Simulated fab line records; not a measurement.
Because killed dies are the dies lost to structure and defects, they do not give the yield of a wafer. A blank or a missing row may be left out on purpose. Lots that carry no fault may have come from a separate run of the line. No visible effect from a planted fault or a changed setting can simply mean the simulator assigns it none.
Which tool did it? || flow nand harc || 35 wafers from 12 lots sampled at 5 of the route's 1159 steps

== WHAT THE GAUGES READ, wafer by wafer ==
NHARC_END_SORT_01. Usual: defect limited yield 95.4 %, standard deviation 1.8; killed at array 27, standard deviation 11; killed at other 0.7, standard deviation 1.1; killed at periphery 3.4, standard deviation 2.1; killed dies 31, standard deviation 12; killed open 3.6, standard deviation 2; killed short 2.0, standard deviation 1.3; sort_bin_2_pct 1.5 %, standard deviation 0.71; sort_bin_3_pct 0.25 %, standard deviation 0.22; sort_bin_4_pct 2.9 %, standard deviation 1.2; sort n pass 646, standard deviation 12; sort rim yield pct 95.0 %, standard deviation 2.5; sort yield pct 95.4 %, standard deviation 1.8.
{"lot": "L367", "measured": "day 19 18:43", "on": "prober-01", "defect limited yield (%)": "97.0 97.2 97.3", "killed at array": "16 15 16", "killed at other": "1 0 0", "killed at periphery": "3 4 2", "killed dies": "20 19 18", "killed open": "6 3 5", "killed short": "2 2 0", "sort_bin_2_pct (%)": "0.3 0.9 1.2", "sort_bin_3_pct (%)": "0.15 0 0", "sort_bin_4_pct (%)": "2.5 1.9 1.5", "sort n pass": "657 658 659", "sort rim yield pct (%)": "94.3 98.1 98.1", "sort yield pct (%)": "97.0 97.2 97.3", "flag": ""}
{"lot": "L370", "measured": "day 20 15:57", "on": "prober-01", "defect limited yield (%)": "5.9 93.9 5.5", "killed at array": "630 35 637", "killed at other": "1 2 1", "killed at periphery": "6 4 2", "killed dies": "637 41 640", "killed open": "4 3 2", "killed short": "1 1 2", "sort_bin_2_pct (%)": "90.1 2.4 91.6", "sort_bin_3_pct (%)": "0.74 0 0.15", "sort_bin_4_pct (%)": "3.2 3.7 2.8", "sort n pass": "40 636 37", "sort rim yield pct (%)": "17.0 96.2 16.0", "sort yield pct (%)": "5.9 93.9 5.5", "flag": "OFF"}
{"lot": "L373", "measured": "day 21 03:26", "on": "prober-02", "defect limited yield (%)": "96.2 94.8", "killed at array": "24 31", "killed at other": "0 1", "killed at periphery": "2 3", "killed dies": "26 35", "killed open": "2 5", "killed short": "2 3", "sort_bin_2_pct (%)": "1.3 1.5", "sort_bin_3_pct (%)": "0.30 0.15", "sort_bin_4_pct (%)": "2.2 3.5", "sort n pass": "651 642", "sort rim yield pct (%)": "96.2 96.2", "sort yield pct (%)": "96.2 94.8", "flag": ""}
{"lot": "L372", "measured": "day 21 05:58", "on": "prober-01", "defect limited yield (%)": "97.2 9.2 95.3", "killed at array": "19 612 26", "killed at other": "0 0 1", "killed at periphery": "0 3 5", "killed dies": "19 615 32", "killed open": "3 2 8", "killed short": "2 3 0", "sort_bin_2_pct (%)": "0.6 87.7 1.3", "sort_bin_3_pct (%)": "0 0.30 0", "sort_bin_4_pct (%)": "2.2 2.8 3.4", "sort n pass": "658 62 645", "sort rim yield pct (%)": "98.1 31.1 93.4", "sort yield pct (%)": "97.2 9.2 95.3", "flag": "OFF"}
{"lot": "L374", "measured": "day 21 18:22", "on": "prober-02", "defect limited yield (%)": "96.8 96.9 97.9", "killed at array": "19 19 11", "killed at other": "0 0 0", "killed at periphery": "3 2 3", "killed dies": "22 21 14", "killed open": "4 8 1", "killed short": "2 3 3", "sort_bin_2_pct (%)": "1.3 0.6 1.0", "sort_bin_3_pct (%)": "0.15 0.15 0", "sort_bin_4_pct (%)": "1.8 2.4 1.0", "sort n pass": "655 656 663", "sort rim yield pct (%)": "97.2 93.4 93.4", "sort yield pct (%)": "96.8 96.9 97.9", "flag": ""}
{"lot": "L378", "measured": "day 22 02:53", "on": "prober-02", "defect limited yield (%)": "97.3 94.8 95.9", "killed at array": "12 34 25", "killed at other": "3 0 2", "killed at periphery": "3 1 1", "killed dies": "18 35 28", "killed open": "2 5 3", "killed short": "3 1 1", "sort_bin_2_pct (%)": "0.6 1.9 1.6", "sort_bin_3_pct (%)": "0.59 0.15 0.30", "sort_bin_4_pct (%)": "1.5 3.1 2.2", "sort n pass": "659 642 649", "sort rim yield pct (%)": "96.2 97.2 97.2", "sort yield pct (%)": "97.3 94.8 95.9", "flag": ""}
{"lot": "L380", "measured": "day 23 12:23", "on": "prober-02", "defect limited yield (%)": "93.4 92.5 95.1", "killed at array": "37 45 31", "killed at other": "1 0 0", "killed at periphery": "7 6 2", "killed dies": "45 51 33", "killed open": "7 2 3", "killed short": "4 2 2", "sort_bin_2_pct (%)": "1.9 3.5 1.5", "sort_bin_3_pct (%)": "0.59 0.44 0.74", "sort_bin_4_pct (%)": "4.1 3.5 2.7", "sort n pass": "632 626 644", "sort rim yield pct (%)": "98.1 94.3 99.1", "sort yield pct (%)": "93.4 92.5 95.1", "flag": ""}
{"lot": "L381", "measured": "day 24 03:04", "on": "prober-01", "defect limited yield (%)": "91.1 91.6 92.5", "killed at array": "50 48 46", "killed at other": "3 1 0", "killed at periphery": "7 8 5", "killed dies": "60 57 51", "killed open": "3 7 3", "killed short": "2 1 0", "sort_bin_2_pct (%)": "3.0 3.0 2.1", "sort_bin_3_pct (%)": "0.74 0.30 0.15", "sort_bin_4_pct (%)": "5.2 5.2 5.3", "sort n pass": "617 620 626", "sort rim yield pct (%)": "88.7 91.5 93.4", "sort yield pct (%)": "91.1 91.6 92.5", "flag": ""}
{"lot": "L384", "measured": "day 23 19:14", "on": "prober-01", "defect limited yield (%)": "97.6 97.6 96.2", "killed at array": "16 15 20", "killed at other": "0 0 1", "killed at periphery": "0 1 5", "killed dies": "16 16 26", "killed open": "1 2 3", "killed short": "1 2 2", "sort_bin_2_pct (%)": "0.6 0.7 1.9", "sort_bin_3_pct (%)": "0.30 0 0.15", "sort_bin_4_pct (%)": "1.5 1.6 1.8", "sort n pass": "661 661 651", "sort rim yield pct (%)": "95.3 95.3 95.3", "sort yield pct (%)": "97.6 97.6 96.2", "flag": ""}
{"lot": "L383", "measured": "day 23 20:10", "on": "prober-02", "defect limited yield (%)": "95.1 93.6 95.4", "killed at array": "24 37 22", "killed at other": "0 0 1", "killed at periphery": "9 6 8", "killed dies": "33 43 31", "killed open": "3 2 5", "killed short": "1 6 2", "sort_bin_2_pct (%)": "1.3 2.4 1.6", "sort_bin_3_pct (%)": "0.15 0.44 0.15", "sort_bin_4_pct (%)": "3.4 3.5 2.8", "sort n pass": "644 634 646", "sort rim yield pct (%)": "97.2 94.3 97.2", "sort yield pct (%)": "95.1 93.6 95.4", "flag": ""}
{"lot": "L385", "measured": "day 24 05:10", "on": "prober-02", "defect limited yield (%)": "95.3 93.4 93.8", "killed at array": "32 42 41", "killed at other": "0 0 0", "killed at periphery": "0 3 1", "killed dies": "32 45 42", "killed open": "2 5 3", "killed short": "1 2 1", "sort_bin_2_pct (%)": "1.8 3.1 2.5", "sort_bin_3_pct (%)": "0.44 0.44 0.15", "sort_bin_4_pct (%)": "2.5 3.1 3.5", "sort n pass": "645 632 635", "sort rim yield pct (%)": "97.2 95.3 95.3", "sort yield pct (%)": "95.3 93.4 93.8", "flag": ""}
{"lot": "L387", "measured": "day 24 18:59", "on": "prober-01", "defect limited yield (%)": "97.8 96.8 96.6", "killed at array": "14 20 20", "killed at other": "0 0 0", "killed at periphery": "1 2 3", "killed dies": "15 22 23", "killed open": "2 1 4", "killed short": "3 3 3", "sort_bin_2_pct (%)": "0.1 1.3 0.6", "sort_bin_3_pct (%)": "0.15 0.30 0.15", "sort_bin_4_pct (%)": "1.9 1.6 2.7", "sort n pass": "662 655 654", "sort rim yield pct (%)": "93.4 96.2 91.5", "sort yield pct (%)": "97.8 96.8 96.6", "flag": ""}

== TOOL THAT RAN EACH LOT (tool first, then ch and the chambers of the sampled wafers, then the start) ==
{"lot": "L367", "NHARC_A_M0_DESCUM_14": "rie diel-05 ch 0,2,3, day 18 01:19", "NHARC_A_M0_PVD_20": "pvd sputter-02, day 18 05:25 or earlier", "NHARC_A_M1_ETCH_15": "rie diel-08 ch 0,3, day 18 05:25", "NHARC_A_M1_CMP_23": "cmp-01 ch 1,2,3, day 18 07:26"}
{"lot": "L370", "NHARC_A_M0_DESCUM_14": "rie diel-13 ch 0,1,3, day 18 22:50", "NHARC_A_M0_PVD_20": "pvd sputter-02, day 19 03:08 or earlier", "NHARC_A_M1_ETCH_15": "rie diel-11 ch 0,1, day 19 03:08", "NHARC_A_M1_CMP_23": "cmp-01 ch 1,2,3, day 19 05:08"}
{"lot": "L373", "NHARC_A_M0_DESCUM_14": "rie diel-13 ch 0, day 19 11:50", "NHARC_A_M0_PVD_20": "pvd sputter-01, day 19 16:14 or earlier", "NHARC_A_M1_ETCH_15": "rie diel-11 ch 1,3, day 19 16:14", "NHARC_A_M1_CMP_23": "cmp-01 ch 2,3, day 19 18:11"}
{"lot": "L372", "NHARC_A_M0_DESCUM_14": "rie diel-05 ch 0,1,3, day 19 12:58", "NHARC_A_M0_PVD_20": "pvd sputter-01, day 19 17:17 or earlier", "NHARC_A_M1_ETCH_15": "rie diel-11 ch 0,1,2, day 19 17:17", "NHARC_A_M1_CMP_23": "cmp-02 ch 0,1,3, day 19 19:13"}
{"lot": "L374", "NHARC_A_M0_DESCUM_14": "rie diel-05 ch 2,3, day 20 02:32", "NHARC_A_M0_PVD_20": "pvd sputter-01, day 20 07:06 or earlier", "NHARC_A_M1_ETCH_15": "rie diel-08 ch 0,3, day 20 07:06", "NHARC_A_M1_CMP_23": "cmp-02 ch 0,2,3, day 20 09:07"}
{"lot": "L378", "NHARC_A_M0_DESCUM_14": "rie diel-10 ch 0,1,2, day 20 09:53", "NHARC_A_M0_PVD_20": "pvd sputter-02, day 20 14:04 or earlier", "NHARC_A_M1_ETCH_15": "rie diel-08 ch 1,3, day 20 14:04", "NHARC_A_M1_CMP_23": "cmp-03 ch 0,1,3, day 20 16:04"}
{"lot": "L380", "NHARC_A_M0_DESCUM_14": "rie diel-13 ch 0,2, day 21 10:08", "NHARC_A_M0_PVD_20": "pvd sputter-02, day 21 14:26 or earlier", "NHARC_A_M1_ETCH_15": "rie diel-03 ch 1,3, day 21 14:26", "NHARC_A_M1_CMP_23": "cmp-03 ch 1,2,3, day 21 16:28"}
{"lot": "L381", "NHARC_A_M0_DESCUM_14": "rie diel-13 ch 1,2,3, day 22 00:46", "NHARC_A_M0_PVD_20": "pvd sputter-01, day 22 05:07 or earlier", "NHARC_A_M1_ETCH_15": "rie diel-03 ch 0,1,2, day 22 05:07", "NHARC_A_M1_CMP_23": "cmp-03 ch 0,1,2, day 22 07:04"}
{"lot": "L384", "NHARC_A_M0_DESCUM_14": "rie diel-05 ch 0,1,3, day 22 01:20", "NHARC_A_M0_PVD_20": "pvd sputter-02, day 22 05:41 or earlier", "NHARC_A_M1_ETCH_15": "rie diel-08 ch 0,3, day 22 05:41", "NHARC_A_M1_CMP_23": "cmp-02 ch 0,1,2, day 22 07:43"}
{"lot": "L383", "NHARC_A_M0_DESCUM_14": "rie diel-05 ch 0,1,3, day 22 01:47", "NHARC_A_M0_PVD_20": "pvd sputter-02, day 22 06:04 or earlier", "NHARC_A_M1_ETCH_15": "rie diel-11 ch 0,1,3, day 22 06:04", "NHARC_A_M1_CMP_23": "cmp-02 ch 0,1,3, day 22 08:06"}
{"lot": "L385", "NHARC_A_M0_DESCUM_14": "rie diel-13 ch 0,2,3, day 22 13:13", "NHARC_A_M0_PVD_20": "pvd sputter-02, day 22 17:27 or earlier", "NHARC_A_M1_ETCH_15": "rie diel-11 ch 1,2,3, day 22 17:27", "NHARC_A_M1_CMP_23": "cmp-03 ch 0,1,3, day 22 19:41"}
{"lot": "L387", "NHARC_A_M0_DESCUM_14": "rie diel-05 ch 0,2, day 23 02:53", "NHARC_A_M0_PVD_20": "pvd sputter-03, day 23 08:31 or earlier", "NHARC_A_M1_ETCH_15": "rie diel-11 ch 1,2,3, day 23 08:31", "NHARC_A_M1_CMP_23": "cmp-01 ch 0,2,3, day 23 10:38"}
- NHARC_A_M0_DESCUM_14: chemistry O2, time 3 s.
- NHARC_A_M0_PVD_20: deposits TaN, target thk 5 nm, time 8.06 s.
- NHARC_A_M1_ETCH_15: etches the open film in C4F8/Ar, target depth 182.5 nm, time 91.2 s.
- NHARC_A_M1_CMP_23: polishes, t overpolish 20 s, target thk 154.34 nm.

== WHAT THE TOOLS THEMSELVES READ (means of the sampled wafers that have a number; where no wafer has one, the mark that the record gives instead) ==
NHARC_A_M0_DESCUM_14. Usual: drypump motor current A 5.6 A, standard deviation 0.43; mfc ar sccm 0.015 sccm, standard deviation 0.013; oes product au 1.007 a.u., standard deviation 0.0098; rf vpp V 57.8 V, standard deviation 0.82; showerhead plenum p Torr 1.93 Torr, standard deviation 0.057; throttle valve pct 11.310 %, standard deviation 0.0095.
{"lot": "L367", "tool": "rie diel-05", "drypump motor current A (A)": 5.7, "mfc ar sccm (sccm)": 0.011, "oes product au (a.u.)": 1.006, "rf vpp V (V)": 57.7, "showerhead plenum p Torr (Torr)": 1.92, "throttle valve pct (%)": 11.307, "flag": ""}
{"lot": "L370", "tool": "rie diel-13", "drypump motor current A (A)": 5.8, "mfc ar sccm (sccm)": 0.018, "oes product au (a.u.)": 1.007, "rf vpp V (V)": 57.7, "showerhead plenum p Torr (Torr)": 1.95, "throttle valve pct (%)": 11.313, "flag": ""}
{"lot": "L373", "tool": "rie diel-13", "drypump motor current A (A)": 5.8, "mfc ar sccm (sccm)": 0.017, "oes product au (a.u.)": 1.002, "rf vpp V (V)": 58.4, "showerhead plenum p Torr (Torr)": 1.98, "throttle valve pct (%)": 11.312, "flag": ""}
{"lot": "L372", "tool": "rie diel-05", "drypump motor current A (A)": 5.6, "mfc ar sccm (sccm)": 0.025, "oes product au (a.u.)": 1.010, "rf vpp V (V)": 58.5, "showerhead plenum p Torr (Torr)": 1.93, "throttle valve pct (%)": 11.311, "flag": ""}
{"lot": "L374", "tool": "rie diel-05", "drypump motor current A (A)": 5.5, "mfc ar sccm (sccm)": 0.007, "oes product au (a.u.)": 1.016, "rf vpp V (V)": 58.6, "showerhead plenum p Torr (Torr)": 1.93, "throttle valve pct (%)": 11.297, "flag": ""}
{"lot": "L378", "tool": "rie diel-10", "drypump motor current A (A)": 5.8, "mfc ar sccm (sccm)": 0.004, "oes product au (a.u.)": 1.011, "rf vpp V (V)": 58.2, "showerhead plenum p Torr (Torr)": 1.95, "throttle valve pct (%)": 11.316, "flag": ""}
{"lot": "L380", "tool": "rie diel-13", "drypump motor current A (A)": 5.4, "mfc ar sccm (sccm)": 0.016, "oes product au (a.u.)": 0.994, "rf vpp V (V)": 57.8, "showerhead plenum p Torr (Torr)": 1.93, "throttle valve pct (%)": 11.319, "flag": ""}
{"lot": "L381", "tool": "rie diel-13", "drypump motor current A (A)": 5.5, "mfc ar sccm (sccm)": 0.017, "oes product au (a.u.)": 0.999, "rf vpp V (V)": 58.4, "showerhead plenum p Torr (Torr)": 1.90, "throttle valve pct (%)": 11.316, "flag": ""}
{"lot": "L384", "tool": "rie diel-05", "drypump motor current A (A)": 5.6, "mfc ar sccm (sccm)": 0.025, "oes product au (a.u.)": 1.012, "rf vpp V (V)": 57.4, "showerhead plenum p Torr (Torr)": 1.93, "throttle valve pct (%)": 11.314, "flag": ""}
{"lot": "L383", "tool": "rie diel-05", "drypump motor current A (A)": 5.6, "mfc ar sccm (sccm)": 0.025, "oes product au (a.u.)": 1.010, "rf vpp V (V)": 58.2, "showerhead plenum p Torr (Torr)": 1.93, "throttle valve pct (%)": 11.308, "flag": ""}
{"lot": "L385", "tool": "rie diel-13", "drypump motor current A (A)": 5.5, "mfc ar sccm (sccm)": 0.020, "oes product au (a.u.)": 1.003, "rf vpp V (V)": 58.1, "showerhead plenum p Torr (Torr)": 1.92, "throttle valve pct (%)": 11.306, "flag": ""}
{"lot": "L387", "tool": "rie diel-05", "drypump motor current A (A)": 5.7, "mfc ar sccm (sccm)": 0.008, "oes product au (a.u.)": 1.000, "rf vpp V (V)": 58.0, "showerhead plenum p Torr (Torr)": 1.93, "throttle valve pct (%)": 11.308, "flag": ""}

NHARC_A_M0_PVD_20. Usual: 30.4 % for throttle valve pct, sd 0.98.
{"lot": "L367", "tool": "pvd sputter-02", "throttle valve pct (%)": 29.4, "flag": ""}
{"lot": "L370", "tool": "pvd sputter-02", "throttle valve pct (%)": 30.8, "flag": ""}
{"lot": "L373", "tool": "pvd sputter-01", "throttle valve pct (%)": 29.9, "flag": ""}
{"lot": "L372", "tool": "pvd sputter-01", "throttle valve pct (%)": 30.6, "flag": ""}
{"lot": "L374", "tool": "pvd sputter-01", "throttle valve pct (%)": 30.6, "flag": ""}
{"lot": "L378", "tool": "pvd sputter-02", "throttle valve pct (%)": 30.1, "flag": ""}
{"lot": "L380", "tool": "pvd sputter-02", "throttle valve pct (%)": 30.8, "flag": ""}
{"lot": "L381", "tool": "pvd sputter-01", "throttle valve pct (%)": 30.5, "flag": ""}
{"lot": "L384", "tool": "pvd sputter-02", "throttle valve pct (%)": 30.0, "flag": ""}
{"lot": "L383", "tool": "pvd sputter-02", "throttle valve pct (%)": 30.1, "flag": ""}
{"lot": "L385", "tool": "pvd sputter-02", "throttle valve pct (%)": 30.7, "flag": ""}
{"lot": "L387", "tool": "pvd sputter-03", "throttle valve pct (%)": 29.8, "flag": ""}

NHARC_A_M1_ETCH_15. Usual: oes product au 0.948 a.u., standard deviation 0.025; rf vpp V 440.8 V, standard deviation 2.8.
{"lot": "L367", "tool": "rie diel-08", "oes product au (a.u.)": 0.918, "rf vpp V (V)": 444.3, "flag": ""}
{"lot": "L370", "tool": "rie diel-11", "oes product au (a.u.)": 0.863, "rf vpp V (V)": 441.8, "flag": "OFF"}
{"lot": "L373", "tool": "rie diel-11", "oes product au (a.u.)": 0.976, "rf vpp V (V)": 438.8, "flag": ""}
{"lot": "L372", "tool": "rie diel-11", "oes product au (a.u.)": 0.892, "rf vpp V (V)": 440.6, "flag": ""}
{"lot": "L374", "tool": "rie diel-08", "oes product au (a.u.)": 0.959, "rf vpp V (V)": 442.6, "flag": ""}
{"lot": "L378", "tool": "rie diel-08", "oes product au (a.u.)": 0.973, "rf vpp V (V)": 444.6, "flag": ""}
{"lot": "L380", "tool": "rie diel-03", "oes product au (a.u.)": 0.919, "rf vpp V (V)": 441.6, "flag": ""}
{"lot": "L381", "tool": "rie diel-03", "oes product au (a.u.)": 0.911, "rf vpp V (V)": 439.6, "flag": ""}
{"lot": "L384", "tool": "rie diel-08", "oes product au (a.u.)": 0.969, "rf vpp V (V)": 443.3, "flag": ""}
{"lot": "L383", "tool": "rie diel-11", "oes product au (a.u.)": 0.980, "rf vpp V (V)": 440.8, "flag": ""}
{"lot": "L385", "tool": "rie diel-11", "oes product au (a.u.)": 0.967, "rf vpp V (V)": 438.4, "flag": ""}
{"lot": "L387", "tool": "rie diel-11", "oes product au (a.u.)": 0.930, "rf vpp V (V)": 438.5, "flag": ""}

NHARC_A_M1_CMP_23. Usual: motor current A 12.2 A, standard deviation 1.4; pad life wafers 298, standard deviation 180; time to endpoint s 28.3 s, standard deviation 2.3.
{"lot": "L367", "tool": "cmp-01", "motor current A (A)": 11.6, "pad life wafers": 199, "time to endpoint s (s)": 30.2, "flag": ""}
{"lot": "L370", "tool": "cmp-01", "motor current A (A)": 11.1, "pad life wafers": 350, "time to endpoint s (s)": 28.8, "flag": ""}
{"lot": "L373", "tool": "cmp-01", "motor current A (A)": 11.3, "pad life wafers": 438, "time to endpoint s (s)": 29.9, "flag": ""}
{"lot": "L372", "tool": "cmp-02", "motor current A (A)": 11.2, "pad life wafers": 157, "time to endpoint s (s)": 27.7, "flag": ""}
{"lot": "L374", "tool": "cmp-02", "motor current A (A)": 11.8, "pad life wafers": 248, "time to endpoint s (s)": 32.5, "flag": ""}
{"lot": "L378", "tool": "cmp-03", "motor current A (A)": 12.4, "pad life wafers": 68, "time to endpoint s (s)": 26.0, "flag": ""}
{"lot": "L380", "tool": "cmp-03", "motor current A (A)": 12.6, "pad life wafers": 188, "time to endpoint s (s)": 26.2, "flag": ""}
{"lot": "L381", "tool": "cmp-03", "motor current A (A)": 13.4, "pad life wafers": 266, "time to endpoint s (s)": 27.9, "flag": ""}
{"lot": "L384", "tool": "cmp-02", "motor current A (A)": 12.7, "pad life wafers": 583, "time to endpoint s (s)": 28.9, "flag": ""}
{"lot": "L383", "tool": "cmp-02", "motor current A (A)": 11.2, "pad life wafers": 590, "time to endpoint s (s)": 30.7, "flag": ""}
{"lot": "L385", "tool": "cmp-03", "motor current A (A)": 13.0, "pad life wafers": 325, "time to endpoint s (s)": 28.7, "flag": ""}
{"lot": "L387", "tool": "cmp-01", "motor current A (A)": 11.5, "pad life wafers": 362, "time to endpoint s (s)": 27.3, "flag": ""}

== THE ANSWER, worked out from the rows above alone ==
Rule: take the mean of a lot's wafers that have a number; if it is more than 3 standard deviations from the usual mean, the lot is off. A lot without any number at a reading at which 4 lots or more have one is off too. Any other lot the step has rows for is counted as sound. After the gauges, taken in route order, come the tools' own readings; for these a lot's mean is taken, as printed above. The first step at which some lot is off is used, and at that step the reading that is off furthest; a lot without a number counts as furthest.
Off at NHARC_END_SORT_01 (sort_bin_2_pct): L370, L372.
If a tool, at a process step before that reading, ran all the lots that are off and no sound lot after the first of them, it fits. Gauges at NHARC_END_SORT_01: tried the same way as those tools. NHARC_A_M0_PVD_20 gives no start for some lots, so the hours and the order of its lots are those of NHARC_A_M1_ETCH_15. Of those tried, none fits.

== WHAT THE SIMULATOR PUT IN ==
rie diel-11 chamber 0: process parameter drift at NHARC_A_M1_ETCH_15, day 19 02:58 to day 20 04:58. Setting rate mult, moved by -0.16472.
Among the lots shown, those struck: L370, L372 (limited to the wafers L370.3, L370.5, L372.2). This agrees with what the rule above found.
